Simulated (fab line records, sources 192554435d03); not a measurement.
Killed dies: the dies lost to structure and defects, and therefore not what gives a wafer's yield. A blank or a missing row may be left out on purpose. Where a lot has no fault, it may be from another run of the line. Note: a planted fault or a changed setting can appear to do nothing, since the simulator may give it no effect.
Commonality check across tools || flow n5-finfet || 24 wafers sampled across 8 lots

## THE REASON FOR OPENING IT
N5_MOL_CONTACT_COAG_OVL_MEAS_41, reading VD_OVL: flagged on 2 of 8 lots. Fault-free wafers read 0.3 nm, with a standard deviation of 0.62.
Rule: a lot is flagged when every wafer of it that has a number lies more than 4 standard deviations from that mean, or none has a number. As for the other lots, they are considered sound.

{"lot": "L638", "measured": "day 5 10:46", "on": "overlay-02", "VD_OVL (nm), wafer by wafer": "1.0 1.4 1.0", "flag": ""}
{"lot": "L640", "measured": "day 5 21:53", "on": "overlay-02", "VD_OVL (nm), wafer by wafer": "1.3 -0.7 1.2", "flag": ""}
{"lot": "L641", "measured": "day 6 03:42", "on": "overlay-01", "VD_OVL (nm), wafer by wafer": "0.6 0.8 0.3", "flag": ""}
{"lot": "L645", "measured": "day 7 07:41", "on": "overlay-02", "VD_OVL (nm), wafer by wafer": "0.0 -0.3 1.3", "flag": ""}
{"lot": "L647", "measured": "day 7 16:46", "on": "overlay-02", "VD_OVL (nm), wafer by wafer": "5.1 4.4 5.0", "flag": "FLAGGED"}
{"lot": "L648", "measured": "day 8 02:13", "on": "overlay-02", "VD_OVL (nm), wafer by wafer": "5.5 6.1 6.0", "flag": "FLAGGED"}
{"lot": "L651", "measured": "day 8 19:52", "on": "overlay-01", "VD_OVL (nm), wafer by wafer": "-0.3 0.6 -0.3", "flag": ""}
{"lot": "L659", "measured": "day 10 15:44", "on": "overlay-01", "VD_OVL (nm), wafer by wafer": "-0.8 -0.6 0.4", "flag": ""}
The numbers of the flagged lots are 5.3 nm on average: +5.0 nm against the usual, or +8 standard deviations.

## LOT BY LOT: THE TOOL USED
3 process steps preceding the reading are held in the record, out of 1938 steps in the route. In each cell: the tool, then ch and the chambers that the sampled wafers went through, then the start.
{"lot": "L638", "flag": "", "N5_MOL_CONTACT_COAG_ETCH_90": "rie-diel-04 ch 1,2,3, day 5 09:40", "N5_MOL_CONTACT_COAG_ETCHBACK_135": "rie-diel-05 ch 2,3, day 5 10:03", "N5_MOL_CONTACT_COAG_EXPOSE_37": "euv-scanner-01 ch 0, day 5 10:36"}
{"lot": "L640", "flag": "", "N5_MOL_CONTACT_COAG_ETCH_90": "rie-diel-05 ch 0,2, day 5 20:37", "N5_MOL_CONTACT_COAG_ETCHBACK_135": "rie-diel-05 ch 1,2, day 5 21:02", "N5_MOL_CONTACT_COAG_EXPOSE_37": "euv-scanner-02 ch 0, day 5 21:43"}
{"lot": "L641", "flag": "", "N5_MOL_CONTACT_COAG_ETCH_90": "rie-diel-05 ch 0,1, day 6 02:34", "N5_MOL_CONTACT_COAG_ETCHBACK_135": "rie-diel-02 ch 0,1,2, day 6 02:59", "N5_MOL_CONTACT_COAG_EXPOSE_37": "euv-scanner-02 ch 0, day 6 03:31"}
{"lot": "L645", "flag": "", "N5_MOL_CONTACT_COAG_ETCH_90": "rie-diel-05 ch 0,2,3, day 7 06:28", "N5_MOL_CONTACT_COAG_ETCHBACK_135": "rie-diel-04 ch 2,3, day 7 06:57", "N5_MOL_CONTACT_COAG_EXPOSE_37": "euv-scanner-01 ch 0, day 7 07:31"}
{"lot": "L647", "flag": "FLAGGED", "N5_MOL_CONTACT_COAG_ETCH_90": "rie-diel-04 ch 0,1,3, day 7 15:32", "N5_MOL_CONTACT_COAG_ETCHBACK_135": "rie-diel-02 ch 0,1,2, day 7 15:55", "N5_MOL_CONTACT_COAG_EXPOSE_37": "euv-scanner-02 ch 0, day 7 16:35"}
{"lot": "L648", "flag": "FLAGGED", "N5_MOL_CONTACT_COAG_ETCH_90": "rie-diel-04 ch 0,2,3, day 8 01:07", "N5_MOL_CONTACT_COAG_ETCHBACK_135": "rie-diel-05 ch 0,1,3, day 8 01:28", "N5_MOL_CONTACT_COAG_EXPOSE_37": "euv-scanner-02 ch 0, day 8 02:04"}
{"lot": "L651", "flag": "", "N5_MOL_CONTACT_COAG_ETCH_90": "rie-diel-05 ch 1,2,3, day 8 18:20", "N5_MOL_CONTACT_COAG_ETCHBACK_135": "rie-diel-02 ch 0,2,3, day 8 19:05", "N5_MOL_CONTACT_COAG_EXPOSE_37": "euv-scanner-01 ch 0, day 8 19:41"}
{"lot": "L659", "flag": "", "N5_MOL_CONTACT_COAG_ETCH_90": "rie-diel-04 ch 1,2,3, day 10 14:28", "N5_MOL_CONTACT_COAG_ETCHBACK_135": "rie-diel-04 ch 0,1,3, day 10 14:53", "N5_MOL_CONTACT_COAG_EXPOSE_37": "euv-scanner-01 ch 0, day 10 15:34"}
What these steps do:
- N5_MOL_CONTACT_COAG_ETCH_90: etches SiARC in CF4, target depth 13 nm, time 21.7 s.
- N5_MOL_CONTACT_COAG_ETCHBACK_135: etches SiO2 in CHF3, target depth 25 nm, time 16.7 s.
- N5_MOL_CONTACT_COAG_EXPOSE_37: exposes mask VD, defocus 0 nm.
- N5_MOL_CONTACT_COAG_OVL_MEAS_41

## FLAGGED AGAINST TOTAL, ONE TOOL AT A TIME (gauges that did the reading follow at the end)
{"step": "N5_MOL_CONTACT_COAG_ETCH_90", "tool": "rie-diel-04", "lots run": 4, "flagged": 2, "share of the flagged lots": "all", "sound lots run after its first flagged lot": "1 (L659)"}
{"step": "N5_MOL_CONTACT_COAG_ETCH_90", "tool": "rie-diel-05", "lots run": 4, "flagged": 0, "share of the flagged lots": "none", "sound lots run after its first flagged lot": "-"}
{"step": "N5_MOL_CONTACT_COAG_ETCHBACK_135", "tool": "rie-diel-02", "lots run": 3, "flagged": 1, "share of the flagged lots": "some", "sound lots run after its first flagged lot": "1 (L651)"}
{"step": "N5_MOL_CONTACT_COAG_ETCHBACK_135", "tool": "rie-diel-04", "lots run": 2, "flagged": 0, "share of the flagged lots": "none", "sound lots run after its first flagged lot": "-"}
{"step": "N5_MOL_CONTACT_COAG_ETCHBACK_135", "tool": "rie-diel-05", "lots run": 3, "flagged": 1, "share of the flagged lots": "some", "sound lots run after its first flagged lot": 0}
{"step": "N5_MOL_CONTACT_COAG_EXPOSE_37", "tool": "euv-scanner-01", "lots run": 4, "flagged": 0, "share of the flagged lots": "none", "sound lots run after its first flagged lot": "-"}
{"step": "N5_MOL_CONTACT_COAG_EXPOSE_37", "tool": "euv-scanner-02", "lots run": 4, "flagged": 2, "share of the flagged lots": "all", "sound lots run after its first flagged lot": 0}
{"step": "N5_MOL_CONTACT_COAG_OVL_MEAS_41", "tool": "overlay-01", "lots run": 3, "flagged": 0, "share of the flagged lots": "none", "sound lots run after its first flagged lot": "-"}
{"step": "N5_MOL_CONTACT_COAG_OVL_MEAS_41", "tool": "overlay-02", "lots run": 5, "flagged": 2, "share of the flagged lots": "all", "sound lots run after its first flagged lot": 0}

## WHAT THE TABLE ALLOWS
All flagged lots were run by 3 table rows, namely rie-diel-04 at N5_MOL_CONTACT_COAG_ETCH_90, euv-scanner-02 at N5_MOL_CONTACT_COAG_EXPOSE_37, overlay-02 at N5_MOL_CONTACT_COAG_OVL_MEAS_41.
- rie-diel-04 at N5_MOL_CONTACT_COAG_ETCH_90 ran 4 lots, 2 of them flagged. After the first flagged lot (L659), sound lots still ran on it; a lasting fault on the whole tool would not permit that.
- euv-scanner-02 at N5_MOL_CONTACT_COAG_EXPOSE_37 ran 4 lots, 2 of them flagged. A fault beginning between L641 (day 6 03:31), its last sound lot, and L647 (day 7 16:35), its first flagged one, fits the data.
- overlay-02 at N5_MOL_CONTACT_COAG_OVL_MEAS_41 ran 5 lots, 2 of them flagged. A fault beginning between L645 (day 7 07:41), its last sound lot, and L647 (day 7 16:46), its first flagged one, fits the data.
These 2 tools cannot be told apart by counting lots, since each of them fits a fault that started at some hour. More lots, or a look at what each step does to the wafer, might.

## WHAT THE SIMULATOR HAD INSERTED
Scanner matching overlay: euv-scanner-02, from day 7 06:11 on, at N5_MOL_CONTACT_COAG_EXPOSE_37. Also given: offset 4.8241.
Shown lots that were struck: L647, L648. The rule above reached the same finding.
